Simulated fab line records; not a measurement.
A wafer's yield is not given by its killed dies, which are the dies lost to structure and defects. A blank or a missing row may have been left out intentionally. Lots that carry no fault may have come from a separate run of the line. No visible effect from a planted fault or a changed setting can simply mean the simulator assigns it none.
fab line records	flow n5Finfet
[record] lots = 5	wafers = 15	lastDay = 16
route steps=1938 shown BEOL_M4@1099 BEOL_M5@1112 PASSIVATION@1929
lots with no fault: from the same line, run without faults
startH: start of the lot's first displayed wafer, in hours after the record's first day	waitH: time in hours since the lot's previous step	" as in the row above	L1.1+2: one row covering several wafers at once	- no value, or no start given	* or withheld: withheld	< > ~ a bound
route shown NAME@n: NAME is a module with steps in the file, n the number in the route of the first one	usual: mean/standard deviation taken from wafers without a fault	same: alike in all rows	chamber/n: place in a boat	sites: the reading at each site	_std_site: standard deviation across them	_edge_site: inner sites' mean taken away from outer sites' mean	radiusMm: for every site, how far away it sits from the centre of the wafer	mask NAME#n: copy n	behind: the most recent tool/chamber to have shaped the wafer	hold: why the lot went on hold/how many hours it stayed there/how the hold came to an end	device: names the non-switching transistor (n, p or np)	end of line: tests of these same wafers at the route's end	where a step has no rows: the recipe by itself	killed: dies that structure and defects cost at the first sort, which is not the same as the wafer's yield	map: a wafer's dies, marking killed ones x, the rest . and places with no die _
set.NAME: the run value of the setting; set.NAME@STEP: its run value at that earlier step	model.NAME: the simulator's own value behind a step, which no gauge read
lots at selected steps of the route; one table per step, one row per wafer
services: a tool's chamber out of use, with start hour (startH, from the record's first day; less than 0 if before it), hours out, and reason
[[steps]]
[step N5_BEOL_M4_ANNEAL_95]
[recipe] tempC = 400	timeS = 240	ambient = vacuum
[step N5_BEOL_M4_SPUTTER_96]
[recipe] material = Cu	targetThkA = 45	tempC = -20	chamberPressurePa = 0.07	powerW = withheld	timeS = 8.29
[step N5_BEOL_M4_ECD_50]
[recipe] material = Cu	targetThkA = 3000
[step N5_BEOL_M4_ANNEAL_51]
[recipe] tempC = 225	timeS = 90	ambient = N2
[step N5_BEOL_M4_CMP_52]
[recipe] stopOn = SiOC	tOverpolishS = 6.8	downForcePsi = 1	platenRpm = 50	clearingPlatenDownForcePsi = 1.5	clearingPlatenRpm = 50	postCmpClean = cuAlkaline	targetThkNm = 40	clearingPlatenPadVelocityMS = 0.99484	padVelocityMS = 0.99484
[step N5_BEOL_M4_PRE_CLEAN_60]
[recipe] gas = NH3/H2	timeS = 15	tempC = *	rfPowerW = 300
[step N5_BEOL_M4_CO_CAP_55]
[recipe] material = Co	targetThkA = 20	tempC = 200	precursor = CCTBA/H2	pressureTorr = 30	timeS = 102.1
[step N5_BEOL_M4_PRE_CLEAN_56]
[recipe] gas = NH3	timeS = 15	tempC = withheld	rfPowerW = 300
[step N5_BEOL_M4_DEP_57]
[recipe] material = SiCN	targetThkA = 80	tempC = withheld	precursor = 3MS/NH3	pressureTorr = 3	rfW = 202	timeS = 14
[step N5_BEOL_M4_RC_MEAS_101]
[usual] DIBL_N = 36.0/1.7	DIBL_P = 36.2/2.3	IOFF_N = 0.16/0.03	IOFF_P = 0.21/0.036	ION_N = 679/11	ION_P = 465/7.1	SS_N = 71.4/0.58	SS_P = 73.3/0.75	VT_N = 249/3.1	VT_P = -251/3.5
lot.wafer	tool	chamber	startH	waitH	DIBL_N[mV/V]	DIBL_P[mV/V]	IOFF_N[nA/um]	IOFF_P[nA/um]	ION_N[uA/um]	ION_P[uA/um]	SS_N[mV/dec]	SS_P[mV/dec]	VT_N[mV]	VT_P[mV]
L529.3	prober-01	0	195.94	0.3	33.1	30.3	0.10	0.15	656	463	70.5	71.9	254	-254
L529.5	"	0	"	"	38.0	36.2	0.16	0.23	684	469	71.3	73.3	249	-249
L529.6	"	0	"	"	34.3	31.9	0.12	0.17	664	458	70.4	72.6	250	-251
L537.1	prober-02	0	251.13	0.0	35.7	36.0	0.16	0.22	681	470	70.8	73.1	251	-248
L537.3	"	0	"	"	37.0	37.3	0.17	0.25	682	467	70.8	73.5	246	-246
L537.5	"	0	"	"	35.4	35.4	0.14	0.21	662	467	71.4	73.1	253	-249
L540.4	prober-02	0	257.34	0.5	34.4	33.0	0.13	0.21	679	472	70.7	72.8	247	-245
L540.5	"	0	"	"	37.9	38.2	0.19	0.29	699	485	71.2	73.8	245	-242
L540.6	"	0	"	"	39.0	38.8	0.20	0.30	692	477	71.8	74.0	247	-243
L542.1	prober-01	0	258.97	0.0	36.3	36.8	0.20	0.22	693	464	72.3	73.8	247	-249
L542.2	"	0	"	"	34.4	34.5	0.15	0.18	678	460	71.3	73.8	251	-251
L542.3	"	0	"	"	35.4	35.7	0.17	0.21	691	465	71.9	73.7	249	-249
L546.1	prober-02	0	283.56	0.0	34.7	37.0	0.15	0.19	681	464	71.3	73.2	246	-253
L546.2	"	0	"	"	34.5	35.4	0.15	0.16	683	457	71.2	73.1	249	-252
L546.5	"	0	"	"	36.7	39.0	0.19	0.22	686	468	72.2	74.2	245	-251
[step N5_BEOL_M5_ILD_DEP_00]
[recipe] material = SiCOH_lowk	targetThkA = 1406.4	tempC = 300	precursor = DEMS/porogen	pressureTorr = 5	rfW = 500	timeS = 25.9
[step N5_BEOL_M5_CURE_79]
[recipe] tempC = 385	timeS = 240	ambient = He/Ar	material = SiCOH_lowk
[step N5_BEOL_M5_PECVD_70]
[recipe] material = SiO2	targetThkA = 160	tempC = 400	precursor = TEOS/O2	pressureTorr = 5.5	rfW = 450	teosFlowSccm = 53.8	gas = O2	flowSccm = 3000	timeS = 18
[step N5_BEOL_M5_HM_DEP_02]
[recipe] material = TiN	targetThkA = 200	tempC = 25	chamberPressurePa = 0.49996
[step N5_BEOL_M5_COAT_59]
[recipe] resist = SOC	tempC = 250	timeS = 60	spinRpm = 1500	resistThkNm = 60
[step N5_BEOL_M5_COAT_60]
[recipe] resist = SiARC	tempC = 220	timeS = 60	spinRpm = 1500	resistThkNm = 12
[step N5_BEOL_M5_COAT_71]
[recipe] resist = underlayer	tempC = 205	timeS = 60	spinRpm = 1500	resistThkNm = 5
[step N5_BEOL_M5_COAT_05]
[recipe] resist = CAR-EUV	spinRpm = 1500	resistThkNm = 30
[step N5_BEOL_M5_EBR_07]
[recipe] solvent = PGMEA	ebrWidthMm = 1.5
[step N5_BEOL_M5_SOFTBAKE_06]
[recipe] tempC = 110	timeS = 60	resist = CAR-EUV
[step N5_BEOL_M5_EXPOSE_08]
[recipe] maskId = M5	na = 0.33	sourceShape = annular	sigmaInner = 0.4	sigmaOuter = 0.8	polarization = unpolarized	targetCdNm = 28	doseMj = 35.75
[step N5_BEOL_M5_PEB_09]
[recipe] pebTempC = 100	pebTimeS = 60	resist = CAR-EUV
[step N5_BEOL_M5_DEVELOP_10]
[recipe] developTimeS = 30	developer = TMAH	resist = CAR-EUV	rinseLiquid = surfactantRinse	dry = airSpin	devTempC = 23
[step N5_BEOL_M5_DESCUM_16]
[recipe] chemistry = O2	timeS = 7	sourcePowerW = 50	biasPowerW = 20	pressureMtorr = 20	rfFrequencyHz = 2.712e+07	tempC = 40	resist = CAR-EUV	o2FlowSccm = 225
[step N5_BEOL_M5_ETCH_72]
[recipe] chemistry = N2/H2	target = underlayer	targetDepthA = 65	maskMaterial = CAR-EUV	timeS = 5.2	ionEnergyEv = 200	pressureMtorr = 30	sourceW = 840	biasW = 150	n2FlowSccm = 200	h2FlowSccm = 200	ends = cleared
[step N5_BEOL_M5_ETCH_61]
[recipe] chemistry = CF4	target = SiARC	targetDepthA = 156	maskMaterial = CAR-EUV	timeS = 26	ionEnergyEv = 80	pressureMtorr = 40	sourceW = 545	biasW = 36	Ar_flow_sccm = 100	cf4FlowSccm = 100	ends = cleared
[step N5_BEOL_M5_ETCH_62]
[recipe] chemistry = N2/H2	target = SOC	targetDepthA = 750	overetchA = 150	maskMaterial = SiARC	tempC = 40	timeS = 112.5	ionEnergyEv = 200	pressureMtorr = 30	sourceW = 840	biasW = 150	n2FlowSccm = 200	h2FlowSccm = 200
[step N5_BEOL_M5_STRIP_63]
[recipe] chemistry = N2/H2	tempC = 40	n2FlowSccm = 200	h2FlowSccm = 200	rfFrequencyHz = 6e+07
[step N5_BEOL_M5_STRIP_73]
[recipe] chemistry = N2/H2	tempC = 40	n2FlowSccm = 200	h2FlowSccm = 200	rfFrequencyHz = 6e+07
[step N5_BEOL_M5_STRIP_64]
[recipe] chemistry = CF4	resist = SiARC	powerW = 300	biasPowerW = 75	pressureMtorr = 50	cf4FlowSccm = 150	rfFrequencyHz = 6e+07
[step N5_BEOL_M5_HM_OPEN_17]
[recipe] chemistry = Cl2/BCl3	targetDepthA = 200	overetchA = 60	target = TiN	maskMaterial = SOC	ionEnergyEv = 150	pressureMtorr = 10	icpW = 1000	biasW = 126	Cl2_flow_sccm = 53.25	bcl3FlowSccm = 21.75	Ar_flow_sccm = 25
[step N5_BEOL_M5_STRIP_19]
[recipe] chemistry = O2	powerW = 400	tempC = 40	pressureMtorr = 30	rfFrequencyHz = 6e+07	biasPowerW = 0	overashFraction = 0.2	o2FlowSccm = 225
[step N5_BEOL_M5_COAT_65]
[recipe] resist = SOC	tempC = 250	timeS = 60	spinRpm = 1500	resistThkNm = 60
[step N5_BEOL_M5_COAT_66]
[recipe] resist = SiARC	tempC = 220	timeS = 60	spinRpm = 1500	resistThkNm = 12
[step N5_PASSIVATION_PASS_ETCH_47]
[recipe] chemistry = CF4/O2	target = SiNx	targetDepthA = 7700	timeS = 385	ionEnergyEv = 100	pressureMtorr = 40	sourceW = 535	biasW = 49	Ar_flow_sccm = 100	cf4FlowSccm = 100	O2_flow_sccm = 10
[usual] O2_flow_sccm = 10.000/0.028	biasW = 49.00/0.15	drypumpMotorCurrentA = 5.7/0.42	oes_f_703_au = 0.82/0.052	oesProductAu = 0.82/0.055	rfVppV = 242/4.5	showerheadPlenumPTorr = 2.21/0.061	throttleValvePct = 15.82/0.16
lot.wafer	tool	chamber	startH	waitH	O2_flow_sccm	biasW	drypumpMotorCurrentA	oes_f_703_au	oesProductAu	rfHoursCounterH	rfVppV	showerheadPlenumPTorr	throttleValvePct
L529.3	rieDiel-06	3	302.88	0.1	9.979	49.18	5.1	0.88	0.87	-	246	2.26	15.78
L529.5	"	2	"	"	9.960	49.14	5.2	0.79	0.80	-	246	2.30	15.71
L529.6	"	3	"	"	10.030	49.37	5.1	0.87	0.89	-	246	2.26	15.77
L537.1	rieDiel-01	1	364.91	0.0	-	-	-	-	-	-	-	-	-
L537.3	"	3	"	"	-	-	-	-	-	-	-	-	-
L537.5	"	2	"	"	-	-	-	-	-	-	-	-	-
L542.1	rieDiel-06	1	365.33	0.0	-	-	-	-	-	-	-	-	-
L542.2	"	3	"	"	-	-	-	-	-	-	-	-	-
L542.3	"	0	"	"	-	-	-	-	-	-	-	-	-
L540.4	rieDiel-06	3	371.02	0.0	-	-	-	-	-	-	-	-	-
L540.5	"	1	"	"	-	-	-	-	-	-	-	-	-
L540.6	"	2	"	"	-	-	-	-	-	-	-	-	-
L546.1	rieDiel-05	0	382.25	0.0	9.991	48.74	5.7	0.74	0.74	158	236	2.20	15.62
L546.2	"	1	"	"	10.025	49.10	5.9	0.78	0.80	108	247	2.12	15.92
L546.5	"	3	"	"	10.054	49.12	6.3	0.83	0.82	-	236	2.23	15.77
[step N5_PASSIVATION_PROBE_49]
[usual] defectLimitedYield = 91.3/1.5	killed_at_M0_to_M3 = 31/11	killed_at_M4_up = 14/5.1	killedAtContacts = 12/5.6	killedAtFrontEnd = 42/12	killedAtOther = 3.8/2.9	killedDies = 103/18	killedOnRim = 14/4.5	killedOpen = 67/14	killedShort = 33/8	sort_bin_5_function = 5.1/1	sort_bin_6_memory = 3.2/0.75	sortNPass = 1077/18	sortYieldPct = 91.3/1.5
[same] grossDies = 1180	killedAtBackSide = 0	sort_bin_4_leakage[%] = 0	sort_bin_8_speed[%] = 0
lot.wafer	tool	chamber	startH	waitH	defectLimitedYield[%]	killed_at_M0_to_M3	killed_at_M4_up	killedAtContacts	killedAtFrontEnd	killedAtOther	killedDies	killedOnRim	killedOpen	killedShort	sort_bin_5_function[%]	sort_bin_6_memory[%]	sortNPass	sortYieldPct[%]
L529.3	prober-01	-	306.32	0.1	92.4	29	6	5	40	10	90	7	54	36	4.3	3.1	1090	92.4
L529.5	prober-01	-	306.42	0.2	92.5	25	14	10	33	6	88	12	53	32	4.5	2.5	1092	92.5
L529.6	prober-01	-	306.47	0.3	92.6	23	10	3	46	5	87	13	53	32	4.1	2.7	1093	92.6
L537.1	prober-02	-	367.91	0.0	0	25	14	15	55	1071	1180	152	65	45	96.1	3.6	0	0
L537.3	prober-02	-	368.01	0.1	0	26	13	18	19	1104	1180	152	58	20	98.0	2.0	0	0
L537.5	prober-02	-	368.11	0.2	0	35	11	12	33	1089	1180	152	76	20	96.5	3.1	0	0
L542.1	prober-01	-	368.34	0.0	0	40	9	10	35	1086	1180	152	64	40	97.3	2.1	0	0
L542.2	prober-01	-	368.39	0.1	0	36	17	19	38	1070	1180	152	78	45	95.9	3.6	0	0
L542.3	prober-01	-	368.44	0.1	0	33	12	13	49	1073	1180	152	80	27	96.5	3.4	0	0
L540.4	prober-02	-	374.18	0.2	0	36	10	14	52	1068	1180	152	79	40	95.7	4.2	0	0
L540.5	prober-02	-	374.23	0.2	0	37	12	4	49	1078	1180	152	72	33	96.8	3.1	0	0
L540.6	prober-02	-	374.28	0.3	0	35	16	6	34	1089	1180	152	70	29	97.4	2.5	0	0
L546.1	prober-02	-	385.89	0.0	93.8	26	8	8	25	6	73	11	39	32	3.5	2.4	1107	93.8
L546.2	prober-02	-	385.94	0.1	92.2	32	14	9	30	7	92	14	57	34	4.5	2.9	1088	92.2
L546.5	prober-02	-	386.09	0.2	92.7	23	10	11	33	9	86	14	52	33	3.9	3.2	1094	92.7
// killed by level:class
L529.3 FIN_SAQP:geometricParticle:short=9 BEOL_M0_SAQP:geometricParticle:short=8 FIN_SAQP:geometricParticle:open=7 BEOL_M3:geometricParticle:open=7 STI_FIN_REVEAL:geometricParticle:open=6 DUMMY_GATE:geometricParticle:open=6 BEOL_M2:geometricParticle:open=5 MOL_CONTACT_COAG:geometricParticle:open=4
L529.5 FIN_SAQP:geometricParticle:open=8 GATE_CUT:geometricParticle:short=6 MOL_CONTACT_COAG:geometricParticle:open=6 BEOL_M0_SAQP:geometricParticle:short=6 BEOL_M5:geometricParticle:open=6 STI_FIN_REVEAL:geometricParticle:open=5 BEOL_M0:geometricParticle:open=5 FIN_SAQP:geometricParticle:short=4
L529.6 FIN_SAQP:geometricParticle:open=12 FIN_SAQP:geometricParticle:short=10 STI_FIN_REVEAL:geometricParticle:open=10 BEOL_M2:geometricParticle:open=8 DUMMY_GATE:geometricParticle:open=4 BEOL_M0_SAQP:geometricParticle:open=4 STARTING-WAFER:geometricParticle:short=4 STI_FIN_REVEAL:geometricParticle:short=3
L537.1 PASSIVATION:areaEtch=1070 FIN_SAQP:geometricParticle:open=17 FIN_SAQP:geometricParticle:short=16 MOL_CONTACT_COAG:geometricParticle:open=10 BEOL_M0_SAQP:geometricParticle:short=7 MOL_CONTACT_COAG:geometricParticle:short=5 BEOL_M0_SAQP:geometricParticle:open=5 DUMMY_GATE:geometricParticle:open=4
L537.3 PASSIVATION:areaEtch=1102 MOL_CONTACT_COAG:geometricParticle:open=13 FIN_SAQP:geometricParticle:open=9 BEOL_M0_SAQP:geometricParticle:open=6 BEOL_M1:geometricParticle:open=6 BEOL_M4:geometricParticle:open=5 MOL_CONTACT_COAG:geometricParticle:short=5 BEOL_M0:geometricParticle:open=5
L537.5 PASSIVATION:areaEtch=1084 MOL_CONTACT_COAG:geometricParticle:open=9 BEOL_M1:geometricParticle:open=9 FIN_SAQP:geometricParticle:open=7 DUMMY_GATE:geometricParticle:open=7 BEOL_M0_SAQP:geometricParticle:open=7 STI_FIN_REVEAL:geometricParticle:open=6 BEOL_M0:geometricParticle:open=5
L542.1 PASSIVATION:areaEtch=1076 BEOL_M0_SAQP:geometricParticle:open=10 BEOL_M0_SAQP:geometricParticle:short=9 STI_FIN_REVEAL:geometricParticle:open=8 FIN_SAQP:geometricParticle:short=7 BEOL_M2:geometricParticle:open=7 BEOL_M1:geometricParticle:open=6 MOL_CONTACT_COAG:geometricParticle:short=5
L542.2 PASSIVATION:areaEtch=1057 BEOL_M1:geometricParticle:open=12 MOL_CONTACT_COAG:geometricParticle:open=11 STI_FIN_REVEAL:geometricParticle:open=10 BEOL_M4:geometricParticle:open=10 MOL_CONTACT_COAG:geometricParticle:short=8 BEOL_M0_SAQP:geometricParticle:short=8 BEOL_M2:geometricParticle:open=7
L542.3 PASSIVATION:areaEtch=1073 STI_FIN_REVEAL:geometricParticle:open=29 MOL_CONTACT_COAG:geometricParticle:open=13 BEOL_M1:geometricParticle:open=13 STI_FIN_REVEAL:geometricParticle:short=8 BEOL_M0_SAQP:geometricParticle:short=7 BEOL_M4:geometricParticle:open=5 FIN_SAQP:geometricParticle:open=3
L540.4 PASSIVATION:areaEtch=1061 FIN_SAQP:geometricParticle:open=18 MOL_CONTACT_COAG:geometricParticle:open=10 BEOL_M0_SAQP:geometricParticle:open=8 BEOL_M1:geometricParticle:open=8 FIN_SAQP:geometricParticle:short=7 STI_FIN_REVEAL:geometricParticle:open=7 BEOL_M0_SAQP:geometricParticle:short=7
L540.5 PASSIVATION:areaEtch=1074 FIN_SAQP:geometricParticle:open=13 BEOL_M1:geometricParticle:open=9 BEOL_M0_SAQP:geometricParticle:open=8 STI_FIN_REVEAL:geometricParticle:open=7 DUMMY_GATE:geometricParticle:open=7 FIN_SAQP:geometricParticle:short=6 BEOL_M3:geometricParticle:open=5
L540.6 PASSIVATION:areaEtch=1081 BEOL_M0_SAQP:geometricParticle:short=11 STI_FIN_REVEAL:geometricParticle:open=10 FIN_SAQP:geometricParticle:open=8 DUMMY_GATE:geometricParticle:open=6 MOL_CONTACT_COAG:geometricParticle:open=6 BEOL_M0_SAQP:geometricParticle:open=6 BEOL_M1:geometricParticle:open=6
L546.1 MOL_CONTACT_COAG:geometricParticle:open=8 BEOL_M0_SAQP:geometricParticle:short=8 BEOL_M0_SAQP:geometricParticle:open=7 FIN_SAQP:geometricParticle:short=4 STI_FIN_REVEAL:geometricParticle:open=4 BEOL_M4:geometricParticle:open=4 ILD0:geometricParticle:short=3 BEOL_M1:geometricParticle:short=3
L546.2 STI_FIN_REVEAL:geometricParticle:open=16 BEOL_M0_SAQP:geometricParticle:short=10 MOL_CONTACT_COAG:geometricParticle:open=8 BEOL_M0:geometricParticle:open=8 BEOL_M4:geometricParticle:open=6 BEOL_M4:geometricParticle:short=5 BEOL_M0_SAQP:geometricParticle:open=4 MIM_TOP_ETCH:geometricParticle:short=4
L546.5 STI_FIN_REVEAL:geometricParticle:open=9 MOL_CONTACT_COAG:geometricParticle:open=7 BEOL_M0_SAQP:geometricParticle:open=6 BEOL_M1:geometricParticle:short=6 GATE_CUT:geometricParticle:open=5 MOL_CONTACT_COAG:geometricParticle:short=4 MIM_TOP_ETCH:geometricParticle:short=4 SPACER0:geometricParticle:open=3
// map L537.1 (x killed, . not)
_________________xxxxxxxxxxxx________________
______________xxxxxxxxxxxxxxxxxx_____________
___________xxxxxxxxxxxxxxxxxxxxxxxx__________
__________xxxxxxxxxxxxxxxxxxxxxxxxxx_________
________xxxxxxxxxxxxxxxxxxxxxxxxxxxxxx_______
_______xxxxxxxxxxxxxxxxxxxxxxxxxxxxxxxx______
______xxxxxxxxxxxxxxxxxxxxxxxxxxxxxxxxxx_____
_____xxxxxxxxxxxxxxxxxxxxxxxxxxxxxxxxxxxx____
____xxxxxxxxxxxxxxxxxxxxxxxxxxxxxxxxxxxxxx___
___xxxxxxxxxxxxxxxxxxxxxxxxxxxxxxxxxxxxxxxx__
___xxxxxxxxxxxxxxxxxxxxxxxxxxxxxxxxxxxxxxxx__
__xxxxxxxxxxxxxxxxxxxxxxxxxxxxxxxxxxxxxxxxxx_
__xxxxxxxxxxxxxxxxxxxxxxxxxxxxxxxxxxxxxxxxxx_
_xxxxxxxxxxxxxxxxxxxxxxxxxxxxxxxxxxxxxxxxxxxx
_xxxxxxxxxxxxxxxxxxxxxxxxxxxxxxxxxxxxxxxxxxxx
_xxxxxxxxxxxxxxxxxxxxxxxxxxxxxxxxxxxxxxxxxxxx
_xxxxxxxxxxxxxxxxxxxxxxxxxxxxxxxxxxxxxxxxxxxx
_xxxxxxxxxxxxxxxxxxxxxxxxxxxxxxxxxxxxxxxxxxxx
_xxxxxxxxxxxxxxxxxxxxxxxxxxxxxxxxxxxxxxxxxxxx
_xxxxxxxxxxxxxxxxxxxxxxxxxxxxxxxxxxxxxxxxxxxx
_xxxxxxxxxxxxxxxxxxxxxxxxxxxxxxxxxxxxxxxxxxxx
__xxxxxxxxxxxxxxxxxxxxxxxxxxxxxxxxxxxxxxxxxx_
__xxxxxxxxxxxxxxxxxxxxxxxxxxxxxxxxxxxxxxxxxx_
___xxxxxxxxxxxxxxxxxxxxxxxxxxxxxxxxxxxxxxxx__
___xxxxxxxxxxxxxxxxxxxxxxxxxxxxxxxxxxxxxxxx__
____xxxxxxxxxxxxxxxxxxxxxxxxxxxxxxxxxxxxxx___
_____xxxxxxxxxxxxxxxxxxxxxxxxxxxxxxxxxxxx____
______xxxxxxxxxxxxxxxxxxxxxxxxxxxxxxxxxx_____
_______xxxxxxxxxxxxxxxxxxxxxxxxxxxxxxxx______
________xxxxxxxxxxxxxxxxxxxxxxxxxxxxxx_______
__________xxxxxxxxxxxxxxxxxxxxxxxxxx_________
___________xxxxxxxxxxxxxxxxxxxxxxxx__________
______________xxxxxxxxxxxxxxxxxx_____________
_________________xxxxxxxxxxxx________________
// map L540.4 (x killed, . not)
_________________xxxxxxxxxxxx________________
______________xxxxxxxxxxxxxxxxxx_____________
___________xxxxxxxxxxxxxxxxxxxxxxxx__________
__________xxxxxxxxxxxxxxxxxxxxxxxxxx_________
________xxxxxxxxxxxxxxxxxxxxxxxxxxxxxx_______
_______xxxxxxxxxxxxxxxxxxxxxxxxxxxxxxxx______
______xxxxxxxxxxxxxxxxxxxxxxxxxxxxxxxxxx_____
_____xxxxxxxxxxxxxxxxxxxxxxxxxxxxxxxxxxxx____
____xxxxxxxxxxxxxxxxxxxxxxxxxxxxxxxxxxxxxx___
___xxxxxxxxxxxxxxxxxxxxxxxxxxxxxxxxxxxxxxxx__
___xxxxxxxxxxxxxxxxxxxxxxxxxxxxxxxxxxxxxxxx__
__xxxxxxxxxxxxxxxxxxxxxxxxxxxxxxxxxxxxxxxxxx_
__xxxxxxxxxxxxxxxxxxxxxxxxxxxxxxxxxxxxxxxxxx_
_xxxxxxxxxxxxxxxxxxxxxxxxxxxxxxxxxxxxxxxxxxxx
_xxxxxxxxxxxxxxxxxxxxxxxxxxxxxxxxxxxxxxxxxxxx
_xxxxxxxxxxxxxxxxxxxxxxxxxxxxxxxxxxxxxxxxxxxx
_xxxxxxxxxxxxxxxxxxxxxxxxxxxxxxxxxxxxxxxxxxxx
_xxxxxxxxxxxxxxxxxxxxxxxxxxxxxxxxxxxxxxxxxxxx
_xxxxxxxxxxxxxxxxxxxxxxxxxxxxxxxxxxxxxxxxxxxx
_xxxxxxxxxxxxxxxxxxxxxxxxxxxxxxxxxxxxxxxxxxxx
_xxxxxxxxxxxxxxxxxxxxxxxxxxxxxxxxxxxxxxxxxxxx
__xxxxxxxxxxxxxxxxxxxxxxxxxxxxxxxxxxxxxxxxxx_
__xxxxxxxxxxxxxxxxxxxxxxxxxxxxxxxxxxxxxxxxxx_
___xxxxxxxxxxxxxxxxxxxxxxxxxxxxxxxxxxxxxxxx__
___xxxxxxxxxxxxxxxxxxxxxxxxxxxxxxxxxxxxxxxx__
____xxxxxxxxxxxxxxxxxxxxxxxxxxxxxxxxxxxxxx___
_____xxxxxxxxxxxxxxxxxxxxxxxxxxxxxxxxxxxx____
______xxxxxxxxxxxxxxxxxxxxxxxxxxxxxxxxxx_____
_______xxxxxxxxxxxxxxxxxxxxxxxxxxxxxxxx______
________xxxxxxxxxxxxxxxxxxxxxxxxxxxxxx_______
__________xxxxxxxxxxxxxxxxxxxxxxxxxx_________
___________xxxxxxxxxxxxxxxxxxxxxxxx__________
______________xxxxxxxxxxxxxxxxxx_____________
_________________xxxxxxxxxxxx________________
[[services]]
tool	chamber	startH	hours	kind
rieDiel-06	1	287.58	-	clean
rieDiel-06	1	287.58	-	consumableReplace:focusRing
rieDiel-06	1	287.58	-	consumableReplace:showerhead
rieDiel-06	1	287.58	19.8	scheduledDown
rieDiel-06	1	287.58	19.8	ventCycle
rieDiel-05	-	290.15	2.6	repair
rieDiel-06	0	300.58	5.8	repair
rieDiel-06	-	348.84	2.8	pm
rieDiel-05	0	350.53	25.4	repair
[[key]]
[firstSign] step = N5_PASSIVATION_PASS_ETCH_47	reading = toolRecord	direction = missing
[effect] step = N5_PASSIVATION_PROBE_49	reading = killedAtOther	direction = up	sigmas = 99+	usual = 3.8	struck = 1080.9
[moreKillsBornAt] N5_PASSIVATION_PASS_ETCH_47@rieDiel-06 = 6422	N5_PASSIVATION_PASS_ETCH_47@rieDiel-01 = 3256
metAt N5_PASSIVATION_PASS_ETCH_47
struckWafers L537.1,L537.3,L537.5,L540.4,L540.5,L540.6,L542.1,L542.2,L542.3
laterRowsLeftOut L537.1,L537.3,L537.5,L540.4,L540.5,L540.6,L542.1,L542.2,L542.3
onsetBetween 302.88 364.91
[fault] kind = skippedStepWhole	tool = rieDiel-01,rieDiel-06	chamber = -	onsetH = 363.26	steps = N5_PASSIVATION_PASS_ETCH_47	scope = struckLotsOnly
// laterRowsLeftOut: the simulator's readings of these wafers behind a module that went badly wrong aren't trusted and aren't shown, but for the sort
